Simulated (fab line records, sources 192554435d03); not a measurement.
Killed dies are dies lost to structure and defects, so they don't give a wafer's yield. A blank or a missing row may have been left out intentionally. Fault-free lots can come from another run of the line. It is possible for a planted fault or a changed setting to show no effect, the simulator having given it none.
fab line records    flow n5_finfet
record lots=7  wafers=39
route steps=1938 shown BEOL_M11@1552 BEOL_M13@1659 BEOL_M15@1808 PASSIVATION@1916
start_h: start of the lot's first displayed wafer, in hours after the record's first day    wait_h: hours elapsed since this lot's preceding step    " the same as in the row above    L1.1+2: one row covering several wafers at once    - no value, or no start given    * or withheld: withheld    < > ~ a bound
route shown NAME@n: NAME is a module with steps in the file, n the number in the route of the first one    usual: the fault-free wafers' mean and standard deviation    same: alike in all rows    chamber/n: place in a boat    sites: readings site by site    _std_site: standard deviation of those values    _edge_site: the outer-site mean with the inner-site mean subtracted    radius_mm: how far each site lies from the wafer's centre    mask NAME#n: copy n    behind: the most recent tool/chamber to have shaped the wafer    hold: what put the lot on hold/how long, in hours/how the hold closed    device: which transistor (n, p or np) failed to switch    end of line: the tests these same wafers got at the end of their route    where a step has no rows: the recipe by itself    killed: at the first sort, the dies lost to defects and structure; wafer yield is something else    map: dies across one wafer; x = killed, . = not, _ = none there
set.NAME: the setting the step ran with; set.NAME@STEP: the setting that earlier step ran with    model.NAME: the simulator's own value behind a step, which no gauge read
lots where settings were altered on purpose, with a table for each step and a row for each wafer
## steps
# step N5_BEOL_M11_DESCUM_16
# recipe chemistry=O2  time_s=7.9  source_power_w=50  bias_power_w=20  pressure_mtorr=20  rf_frequency_hz=2.712e+07  temp_c=40  resist=CAR-ArF  o2_flow_sccm=225
lot.wafer   tool         chamber  start_h  wait_h  set.time_s  model.CAR-ArF_of_BEOL_M11_COAT_05.thk_nm
L074.1+3    rie_diel-03  3,2      220.44   0.0     7.9         83.8
L074.2+4+5  "            1,1,3    "        "       6.155       84.8
L074.6      "            2        "        "       7.9         83.6
L077.1+5+6  rie_diel-01  0,0,3    238.79   0.0     7.9         83.4
L077.2+3    "            2,3      "        "       7.9         83.2
L077.4      "            2        "        "       7.9         83
L081.1+3    rie_diel-03  0,3      253.99   0.0     7.9         83.2
L081.2+5+6  "            2,1,2    "        "       7.9         83.4
L081.4      "            1        "        "       7.9         82.8
L082.1+2+5  rie_diel-01  1,0,2    270.65   0.0     9.526       82.6
L082.3+4    "            2,3      "        "       7.9         83.4
L082.6      "            1        "        "       7.9         83.6
L084.1      rie_diel-03  3        301.36   0.0     11.09       81
L084.2+4    "            0,1      "        "       11.09       81.2
L084.3      "            2        "        "       7.9         83.2
L084.5      "            0        "        "       7.9         83.4
L084.6      "            1        "        "       7.9         83.6
L086.1      rie_diel-05  3        308.13   0.0     7.9         83.4
L086.2      "            1        "        "       7.9         83.6
L086.3      "            0        "        "       7.9         83.2
L086.4+5    "            2        "        "       9.951       82.4
L086.6      "            3        "        "       9.951       82.2
L094.2+3+6  rie_diel-01  2,0,3    355.74   0.3     7.9         83.6
# step N5_BEOL_M11_ETCH_61
# recipe chemistry=CF4  target=SiARC  target_depth_a=390  mask_material=CAR-ArF  time_s=65  ion_energy_ev=80  pressure_mtorr=40  source_w=545  bias_w=36  Ar_flow_sccm=100  cf4_flow_sccm=100  ends=cleared
lot.wafer   tool         chamber  start_h  wait_h  set.time_s@BEOL_M11_DESCUM_16  model.CAR-ArF_of_BEOL_M11_COAT_05.thk_nm
L074.1+3    rie_diel-03  3,2      220.48   0.0     7.9                            55.8
L074.2+4    "            1        "        "       6.155                          56.8
L074.5      "            3        "        "       6.155                          56.6
L074.6      "            2        "        "       7.9                            55.6
L077.1+5    rie_diel-01  0        238.83   0.0     7.9                            55.6
L077.2      "            2        "        "       7.9                            55.2
L077.3+6    "            3        "        "       7.9                            55.4
L077.4      "            2        "        "       7.9                            55
L081.1+2+5  rie_diel-03  0,2,1    254.02   0.0     7.9                            55.4
L081.3      "            3        "        "       7.9                            55.2
L081.4      "            1        "        "       7.9                            55
L081.6      "            2        "        "       7.9                            55.6
L082.1+5    rie_diel-01  1,2      270.69   0.0     9.526                          54.4
L082.2      "            0        "        "       9.526                          54.6
L082.3+4    "            2,3      "        "       7.9                            55.4
L082.6      "            1        "        "       7.9                            55.6
L084.1      rie_diel-03  3        301.39   0.0     11.09                          52.8
L084.2+4    "            0,1      "        "       11.09                          53.2
L084.3      "            2        "        "       7.9                            55.2
L084.5      "            0        "        "       7.9                            55.4
L084.6      "            1        "        "       7.9                            55.6
L086.1      rie_diel-05  3        308.17   0.0     7.9                            55.4
L086.2      "            1        "        "       7.9                            55.6
L086.3      "            0        "        "       7.9                            55.2
L086.4      "            2        "        "       9.951                          54.4
L086.5      "            2        "        "       9.951                          54.2
L086.6      "            3        "        "       9.951                          54
L094.2      rie_diel-01  2        355.78   0.0     7.9                            55.8
L094.3+6    "            0,3      "        "       7.9                            55.6
# step N5_BEOL_M13_ILD_DEP_00
# recipe material=SiOC  target_thk_a=8379.2  temp_c=350  precursor=DEMS/O2  pressure_torr=5  rf_w=500  time_s=166.4
lot.wafer  tool      chamber  start_h  wait_h  set.target_thk_a  model.SiOC_of_BEOL_M13_ILD_DEP_00.thk_nm
L074.1     pecvd-02  1        233.33   0.0     8379.2            820
L074.2     "         0        "        "       8379.2            836
L074.3     "         2        "        "       10680             1054
L074.4     "         1        "        "       10680             1069
L074.5     "         0        "        "       8379.2            844.6
L074.6     "         2        "        "       10680             1064
L077.1     pecvd-02  2        249.61   0.0     8379.2            842.4
L077.2     "         0        "        "       8379.2            842
L077.3     "         1        "        "       8379.2            830.4
L077.4     "         2        "        "       9888              991
L077.5     "         0        "        "       9888              1008
L077.6     "         1        "        "       9888              998.6
L081.1     pecvd-04  2        265.18   0.0     4909              507.4
L081.2     "         1        "        "       4909              490.2
L081.3     "         0        "        "       8379.2            837.4
L081.4     "         0        "        "       8379.2            843.6
L081.5     "         1        "        "       4909              494
L081.6     "         2        "        "       8379.2            874.4
L082.1     pecvd-02  1        282.68   0.0     8379.2            825
L082.2     "         2        "        "       8379.2            825.4
L082.3     "         0        "        "       8379.2            834
L082.4     "         0        "        "       8379.2            849.2
L082.5     "         2        "        "       8379.2            850.2
L082.6     "         1        "        "       8379.2            844
L084.1     pecvd-04  0        310.27   0.0     8379.2            834.4
L084.2     "         2        "        "       11420             1136
L084.3     "         1        "        "       11420             1133
L084.4     "         1        "        "       8379.2            839.6
L084.5     "         2        "        "       11420             1157
L084.6     "         0        "        "       8379.2            849.8
L086.1     pecvd-04  1        322.50   0.0     3548              344.4
L086.2     "         0        "        "       8379.2            844.8
L086.3     "         2        "        "       3548              361.4
L086.4     "         1        "        "       8379.2            837.6
L086.5     "         2        "        "       8379.2            847.8
L086.6     "         0        "        "       3548              364.6
L094.2     pecvd-02  2        373.25   0.0     8379.2            819.6
L094.3     "         0        "        "       8379.2            820.4
L094.6     "         2        "        "       8379.2            840.8
# step N5_BEOL_M13_THK_MEAS_01
# recipe reads=SiOC_of_BEOL_M13_ILD_DEP_00
# usual M13_ILD_THK=838/11
lot.wafer  tool           chamber  start_h  wait_h  set.target_thk_a@BEOL_M13_ILD_DEP_00  M13_ILD_THK[nm]
L074.1     film_metro-01  -        233.48   0.1     8379.2                                820
L074.2     "              -        "        "       8379.2                                837
L074.3     "              -        "        "       10680                                 1055
L074.4     "              -        "        "       10680                                 1069
L074.5     "              -        "        "       8379.2                                845
L074.6     "              -        "        "       10680                                 1065
L077.1     film_metro-02  -        249.76   0.1     8379.2                                843
L077.2     "              -        "        "       8379.2                                842
L077.3     "              -        "        "       8379.2                                830
L077.4     "              -        "        "       9888                                  991
L077.5     "              -        "        "       9888                                  1009
L077.6     "              -        "        "       9888                                  998
L081.1     film_metro-02  -        265.33   0.1     4909                                  507
L081.2     "              -        "        "       4909                                  490
L081.3     "              -        "        "       8379.2                                837
L081.4     "              -        "        "       8379.2                                844
L081.5     "              -        "        "       4909                                  494
L081.6     "              -        "        "       8379.2                                875
L082.1     film_metro-01  -        282.83   0.1     8379.2                                825
L082.2     "              -        "        "       8379.2                                825
L082.3     "              -        "        "       8379.2                                833
L082.4     "              -        "        "       8379.2                                849
L082.5     "              -        "        "       8379.2                                850
L082.6     "              -        "        "       8379.2                                844
L084.1     film_metro-01  -        310.43   0.1     8379.2                                835
L084.2     "              -        "        "       11420                                 1135
L084.3     "              -        "        "       11420                                 1133
L084.4     "              -        "        "       8379.2                                840
L084.5     "              -        "        "       11420                                 1156
L084.6     "              -        "        "       8379.2                                849
L086.1     film_metro-01  -        322.65   0.1     3548                                  344
L086.2     "              -        "        "       8379.2                                844
L086.3     "              -        "        "       3548                                  361
L086.4     "              -        "        "       8379.2                                838
L086.5     "              -        "        "       8379.2                                848
L086.6     "              -        "        "       3548                                  364
L094.2     film_metro-01  -        373.40   0.1     8379.2                                821
L094.3     "              -        "        "       8379.2                                821
L094.6     "              -        "        "       8379.2                                841
# step N5_BEOL_M13_COAT_58
# recipe resist=BARC  temp_c=205  time_s=60  spin_rpm=1500  resist_thk_nm=89
# step N5_BEOL_M13_COAT_04
# recipe spin_rpm=1625  resist_thk_nm=400
# step N5_BEOL_M13_DESCUM_15
# recipe chemistry=O2  time_s=7.9  source_power_w=50  bias_power_w=20  pressure_mtorr=20  rf_frequency_hz=2.712e+07  temp_c=40  o2_flow_sccm=225
# step N5_BEOL_M13_ETCH_59
# recipe chemistry=N2/H2  target=BARC  target_depth_a=890  overetch_a=267  time_s=67.9  ion_energy_ev=200  pressure_mtorr=30  source_w=840  bias_w=150  n2_flow_sccm=200  h2_flow_sccm=200
# step N5_BEOL_M13_VIA_ETCH_16
# recipe chemistry=C4F8/O2/Ar  target=SiOC  pressure_mtorr=30  source_w=3000  bias_w=700  Ar_flow_sccm=400  C4F8_flow_sccm=15  O2_flow_sccm=8  he_inner_torr=15  he_outer_torr=30  target_depth_a=9217  time_s=withheld  ion_energy_ev=250  ends=cleared
lot.wafer  tool         chamber  start_h  wait_h  set.target_thk_a@BEOL_M13_ILD_DEP_00  model.etch.depth_nm  model.coat_of_BEOL_M13_COAT_04.thk_nm
L074.1     rie_diel-05  2        233.95   0.0     8379.2                                819.9                76.2
L074.2     "            3        "        "       8379.2                                836.1                64.8
L074.3     "            0        "        "       10680                                 1054                 3.2
L074.4     "            1        "        "       10680                                 1069                 3.6
L074.5     "            0        "        "       8379.2                                844.6                66.4
L074.6     "            3        "        "       10680                                 1064                 0
L077.1     rie_diel-05  3        250.24   0.0     8379.2                                842.4                64.6
L077.2     "            1        "        "       8379.2                                842.1                72
L077.3     "            0        "        "       8379.2                                830.5                72.8
L077.4     "            2        "        "       9888                                  991                  28.2
L077.5     "            3        "        "       9888                                  1008                 15.4
L077.6     "            0        "        "       9888                                  998.7                23.4
L081.1     rie_diel-03  3        266.13   0.0     4909                                  507.4                164
L081.2     "            2        "        "       4909                                  490.2                173.2
L081.3     "            0        "        "       8379.2                                837.4                71
L081.4     "            1        "        "       8379.2                                843.7                67.6
L081.5     "            3        "        "       4909                                  494                  166.8
L081.6     "            0        "        "       8379.2                                874.4                58.2
L082.1     rie_diel-05  2        283.43   0.0     8379.2                                825.1                74.2
L082.2     "            0        "        "       8379.2                                825.3                69.8
L082.3     "            1        "        "       8379.2                                833.9                74.2
L082.4     "            3        "        "       8379.2                                849.2                59.8
L082.5     "            3        "        "       8379.2                                850.2                61
L082.6     "            2        "        "       8379.2                                844                  68.6
L084.1     rie_diel-03  0        310.95   0.0     8379.2                                834.5                70.4
L084.2     "            3        "        "       11420                                 1136                 0
L084.3     "            1        "        "       11420                                 1133                 0
L084.4     "            2        "        "       8379.2                                839.5                69.6
L084.5     "            1        "        "       11420                                 1157                 0
L084.6     "            2        "        "       8379.2                                849.8                66
L086.1     rie_diel-03  3        323.12   0.0     3548                                  344.4                211.6
L086.2     "            2        "        "       8379.2                                844.7                67.4
L086.3     "            0        "        "       3548                                  361.5                210.2
L086.4     "            1        "        "       8379.2                                837.5                68.8
L086.5     "            0        "        "       8379.2                                847.9                68
L086.6     "            1        "        "       3548                                  364.7                210.4
L094.2     rie_diel-01  2        373.88   0.0     8379.2                                819.6                75.6
L094.3     "            3        "        "       8379.2                                820.4                77.8
L094.6     "            0        "        "       8379.2                                840.9                70.6
# step N5_BEOL_M13_STRIP_63
# recipe chemistry=N2/H2  power_w=1000  temp_c=250  h2_frac=0.65  overash_fraction=0.3  pressure_mtorr=1000  n2_flow_sccm=1750  h2_flow_sccm=3250
# usual oes_product_au=0.674/0.0049  strip_time_to_endpoint_s=27.5/1.3
lot.wafer  tool             chamber  start_h  wait_h  set.target_thk_a@BEOL_M13_ILD_DEP_00  oes_product_au  strip_time_to_endpoint_s
L074.1     plasma_asher-01  0        234.19   -       8379.2                                0.674           29.5
L074.2     "                1        "        "       8379.2                                0.674           26.1
L074.3     "                0        "        "       10680                                 0.301           4.7
L074.4     "                1        "        "       10680                                 0.305           4.9
L074.5     "                1        "        "       8379.2                                0.670           26.6
L074.6     "                0        "        "       10680                                 0.237           0.0
L077.1     plasma_asher-01  1        250.48   -       8379.2                                0.666           26.1
L077.2     "                0        "        "       8379.2                                0.671           28.2
L077.3     "                1        "        "       8379.2                                0.672           28.5
L077.4     "                0        "        "       9888                                  0.643           14.4
L077.5     "                0        "        "       9888                                  0.496           9.8
L077.6     "                1        "        "       9888                                  0.605           12.7
L081.1     plasma_asher-02  1        266.36   -       4909                                  0.711           53.3
L081.2     "                0        "        "       4909                                  0.710           55.7
L081.3     "                1        "        "       8379.2                                0.672           28.0
L081.4     "                0        "        "       8379.2                                0.670           27.0
L081.5     "                0        "        "       4909                                  0.702           54.1
L081.6     "                1        "        "       8379.2                                0.662           24.1
L082.1     plasma_asher-01  0        283.67   -       8379.2                                0.679           28.9
L082.2     "                1        "        "       8379.2                                0.671           27.6
L082.3     "                0        "        "       8379.2                                0.673           28.9
L082.4     "                1        "        "       8379.2                                0.676           24.6
L082.5     "                1        "        "       8379.2                                0.673           25.0
L082.6     "                0        "        "       8379.2                                0.674           27.3
L084.1     plasma_asher-02  1        311.19   -       8379.2                                0.674           27.8
L084.2     "                0        "        "       11420                                 0.232           0.0
L084.3     "                1        "        "       11420                                 0.235           0.0
L084.4     "                0        "        "       8379.2                                0.681           27.5
L084.5     "                0        "        "       11420                                 0.232           0.0
L084.6     "                1        "        "       8379.2                                0.672           26.5
L086.1     plasma_asher-01  1        323.36   -       3548                                  0.807           65.6
L086.2     "                0        "        "       8379.2                                0.669           26.9
L086.3     "                1        "        "       3548                                  0.799           65.2
L086.4     "                0        "        "       8379.2                                0.673           27.3
L086.5     "                0        "        "       8379.2                                0.673           27.1
L086.6     "                1        "        "       3548                                  0.799           65.3
L094.2     plasma_asher-02  0        374.12   -       8379.2                                0.674           29.3
L094.3     "                0        "        "       8379.2                                0.669           30.0
L094.6     "                0        "        "       8379.2                                0.671           27.8
# step N5_BEOL_M13_STRIP_64
# recipe chemistry=N2/H2  power_w=1000  temp_c=250  h2_frac=0.65  overash_fraction=0.3  pressure_mtorr=withheld  n2_flow_sccm=1750  h2_flow_sccm=3250
# step N5_BEOL_M13_STRIP_71
# recipe chemistry=post_etch_residue_remover  time_s=60  temp_c=25  remover_ph=withheld  remover_water_wt_pct=withheld  remover_fluoride_wt_pct=withheld
# step N5_BEOL_M13_STRIP_37
# recipe chemistry=N2/H2  power_w=1000  temp_c=250  h2_frac=0.65  overash_fraction=0.3  pressure_mtorr=withheld  n2_flow_sccm=1750  h2_flow_sccm=3250
# step N5_BEOL_M13_ETCH_38
# recipe chemistry=CF4/N2  target=SiCN  target_depth_a=675  taper_deg=2  time_s=71.9  ion_energy_ev=150  mask_material=SiO2  pressure_mtorr=40  source_w=430  bias_w=70  Ar_flow_sccm=100  cf4_flow_sccm=60  n2_flow_sccm=60
lot.wafer  tool         chamber  start_h  wait_h  set.target_thk_a@BEOL_M13_ILD_DEP_00  model.SiOC_of_BEOL_M13_ILD_DEP_00.thk_nm
L074.1     rie_diel-01  2        235.72   -       8379.2                                770.8
L074.2     "            0        "        "       8379.2                                787.8
L074.3     "            3        "        "       10680                                 1009
L074.4     "            2        "        "       10680                                 1020
L074.5     "            0        "        "       8379.2                                797
L074.6     "            3        "        "       10680                                 1019
L077.1     rie_diel-05  0        253.42   -       8379.2                                793.4
L077.2     "            1        "        "       8379.2                                796
L077.3     "            3        "        "       8379.2                                777.8
L077.4     "            2        "        "       9888                                  943.2
L077.5     "            2        "        "       9888                                  960.6
L077.6     "            1        "        "       9888                                  952.4
L081.1     rie_diel-01  2        269.93   -       4909                                  459.2
L081.2     "            0        "        "       4909                                  442.8
L081.3     "            3        "        "       8379.2                                792
L081.4     "            1        "        "       8379.2                                793.2
L081.5     "            0        "        "       4909                                  446.8
L081.6     "            3        "        "       8379.2                                829.4
L082.1     rie_diel-03  3        286.39   -       8379.2                                772.2
L082.2     "            0        "        "       8379.2                                776.6
L082.3     "            2        "        "       8379.2                                784.2
L082.4     "            1        "        "       8379.2                                800
L082.5     "            3        "        "       8379.2                                797.6
L082.6     "            2        "        "       8379.2                                794.2
L084.1     rie_diel-01  2        314.02   -       8379.2                                786
L084.2     "            0        "        "       11420                                 1088
L084.3     "            1        "        "       11420                                 1083
L084.4     "            3        "        "       8379.2                                794
L084.5     "            2        "        "       11420                                 1108
L084.6     "            1        "        "       8379.2                                799.8
L086.1     rie_diel-01  1        327.97   -       3548                                  295
L086.2     "            3        "        "       8379.2                                799.6
L086.3     "            0        "        "       3548                                  314.4
L086.4     "            2        "        "       8379.2                                789
L086.5     "            2        "        "       8379.2                                799.4
L086.6     "            3        "        "       3548                                  319.6
L094.2     rie_diel-01  2        380.17   -       8379.2                                771.2
L094.3     "            0        "        "       8379.2                                773
L094.6     "            3        "        "       8379.2                                795.8
# step N5_BEOL_M15_ETCH_61
# recipe chemistry=N2/H2  target=BARC  target_depth_a=890  overetch_a=267  time_s=67.9  ion_energy_ev=200  pressure_mtorr=30  source_w=840  bias_w=150  n2_flow_sccm=200  h2_flow_sccm=200
lot.wafer  tool         chamber  start_h  wait_h  set.time_s  model.etch.depth_nm  model.coat_of_BEOL_M15_COAT_22.thk_nm
L074.1     rie_diel-05  3        245.69   0.0     67.9        89.2                 711.4
L074.2     "            2        "        "       80.66       89.18                706.2
L074.3     "            0        "        "       80.66       89.15                703
L074.4     "            1        "        "       67.9        89.07                719.2
L074.5     "            0        "        "       67.9        89.18                715.6
L074.6     "            1        "        "       80.66       88.89                710.6
L077.1     rie_diel-05  3        265.14   0.0     67.9        89.29                710
L077.2     "            0        "        "       67.9        89.2                 713.8
L077.3     "            1        "        "       36.58       59.3                 747.8
L077.4     "            2        "        "       36.58       62.15                748.6
L077.5     "            0        "        "       36.58       64.16                746.2
L077.6     "            3        "        "       67.9        89.23                711.6
L081.1     rie_diel-01  3        279.02   0.0     67.9        88.55                716
L081.2     "            0        "        "       100.6       88.75                685.6
L081.3     "            1        "        "       67.9        88.98                709.6
L081.4     "            2        "        "       100.6       88.93                681.2
L081.5     "            0        "        "       100.6       88.86                684.6
L081.6     "            3        "        "       67.9        88.53                713
L082.1     rie_diel-05  0        295.73   0.0     28.72       50.68                750
L082.2     "            2        "        "       67.9        89.21                715.4
L082.3     "            3        "        "       67.9        89.54                709.8
L082.4     "            1        "        "       28.72       46.23                754.4
L082.5     "            2        "        "       28.72       49.04                753
L082.6     "            3        "        "       67.9        89.38                711.6
L084.1     rie_diel-05  2        324.96   0.0     106.1       89.21                682.8
L084.2     "            1        "        "       106.1       89.27                686.2
L084.3     "            0        "        "       67.9        89.41                713.8
L084.4     "            3        "        "       67.9        89.29                712
L084.5     "            2        "        "       67.9        89.58                718.8
L084.6     "            1        "        "       106.1       89.38                687.4
L086.1     rie_diel-01  1        336.98   0.0     67.9        88.77                716.2
L086.2     "            3        "        "       78.64       88.77                712.2
L086.3     "            2        "        "       67.9        88.6                 719.6
L086.4     "            0        "        "       67.9        88.87                722
L086.5     "            1        "        "       78.64       88.91                706.4
L086.6     "            2        "        "       78.64       88.71                707.8
L094.2     rie_diel-01  0        389.31   0.0     67.9        88.78                720.6
L094.3     "            2        "        "       67.9        88.84                717.2
L094.6     "            0        "        "       67.9        88.78                718.6
# step N5_PASSIVATION_PECVD_35
# recipe material=SiNx  target_thk_a=7000  temp_c=400  precursor=SiH4/NH3/N2  pressure_torr=4.9  rf_w=1406  time_s=151.3
lot.wafer  tool      chamber  start_h  wait_h  set.time_s  model.SiNx_of_PASSIVATION_PECVD_35.thk_nm
L074.1     pecvd-04  2        263.83   0.1     88.18       397.2
L074.2     "         0        "        "       88.18       403.4
L074.3     "         1        "        "       151.3       687.2
L074.4     "         1        "        "       151.3       704.8
L074.5     "         0        "        "       151.3       701
L074.6     "         2        "        "       88.18       401.4
L077.1     pecvd-04  0        278.17   0.1     151.3       692.6
L077.2     "         1        "        "       151.3       696.2
L077.3     "         2        "        "       151.3       684
L077.4     "         1        "        "       151.3       696.6
L077.5     "         0        "        "       151.3       714.6
L077.6     "         2        "        "       151.3       693.4
L081.1     pecvd-04  0        299.23   0.1     151.3       705.6
L081.2     "         1        "        "       75.01       337.2
L081.3     "         2        "        "       75.01       341.4
L081.4     "         2        "        "       151.3       700.2
L081.5     "         0        "        "       75.01       356.8
L081.6     "         1        "        "       151.3       707.8
L082.1     pecvd-04  0        309.24   0.1     205.7       948.8
L082.2     "         1        "        "       151.3       696.4
L082.3     "         2        "        "       151.3       710.2
L082.4     "         1        "        "       151.3       699.4
L082.5     "         0        "        "       205.7       971.2
L082.6     "         2        "        "       205.7       956.2
L084.1     pecvd-03  2        347.34   0.1     151.3       708.6
L084.2     "         0        "        "       151.3       698.6
L084.3     "         1        "        "       151.3       706
L084.4     "         0        "        "       151.3       711.2
L084.5     "         2        "        "       151.3       718.4
L084.6     "         1        "        "       151.3       715.6
L086.1     pecvd-02  0        352.22   0.1     227.1       1040
L086.2     "         2        "        "       227.1       1031
L086.3     "         1        "        "       151.3       699.4
L086.4     "         0        "        "       227.1       1048
L086.5     "         1        "        "       151.3       712.8
L086.6     "         2        "        "       151.3       699
L094.2     pecvd-04  2        406.56   0.1     151.3       687.2
L094.3     "         1        "        "       151.3       683.4
L094.6     "         1        "        "       151.3       699.4
## key
split step=N5_BEOL_M11_DESCUM_16  setting=time_s  stated=7.9  by=wafer
response step=N5_BEOL_M11_DESCUM_16  reading=model.CAR-ArF_of_BEOL_M11_COAT_05.thk_nm  change=-0.0499  per=1%  r=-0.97
response step=N5_BEOL_M11_ETCH_61  reading=model.CAR-ArF_of_BEOL_M11_COAT_05.thk_nm  change=-0.0523  per=1%  r=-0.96
split step=N5_BEOL_M13_ILD_DEP_00  setting=target_thk_a  stated=8379.2  by=wafer
response step=N5_BEOL_M13_ILD_DEP_00  reading=model.SiOC_of_BEOL_M13_ILD_DEP_00.thk_nm  change=+8.45  per=1%  r=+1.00
response step=N5_BEOL_M13_THK_MEAS_01  reading=M13_ILD_THK  change=+8.45  per=1%  r=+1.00
response step=N5_BEOL_M13_VIA_ETCH_16  reading=model.etch.depth_nm  change=+8.45  per=1%  r=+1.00
response step=N5_BEOL_M13_VIA_ETCH_16  reading=model.coat_of_BEOL_M13_COAT_04.thk_nm  change=-2.37  per=1%  r=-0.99
response step=N5_BEOL_M13_STRIP_63  reading=oes_product_au  shape=bent  at_lowest=0.802  at_stated=0.672  at_highest=0.233
response step=N5_BEOL_M13_STRIP_63  reading=strip_time_to_endpoint_s  shape=bent  at_lowest=*  at_stated=*  at_highest=*
response step=N5_BEOL_M13_ETCH_38  reading=model.SiOC_of_BEOL_M13_ILD_DEP_00.thk_nm  change=+8.46  per=1%  r=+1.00
split step=N5_BEOL_M15_ETCH_61  setting=time_s  stated=67.9  by=wafer
response step=N5_BEOL_M15_ETCH_61  reading=model.etch.depth_nm  shape=bent  at_lowest=48.65  at_stated=89.06  at_highest=89.29
response step=N5_BEOL_M15_ETCH_61  reading=model.coat_of_BEOL_M15_COAT_22.thk_nm  change=-0.637  per=1%  r=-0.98
split step=N5_PASSIVATION_PECVD_35  setting=time_s  stated=151.3  by=wafer
response step=N5_PASSIVATION_PECVD_35  reading=model.SiNx_of_PASSIVATION_PECVD_35.thk_nm  change=+7  per=1%  r=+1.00
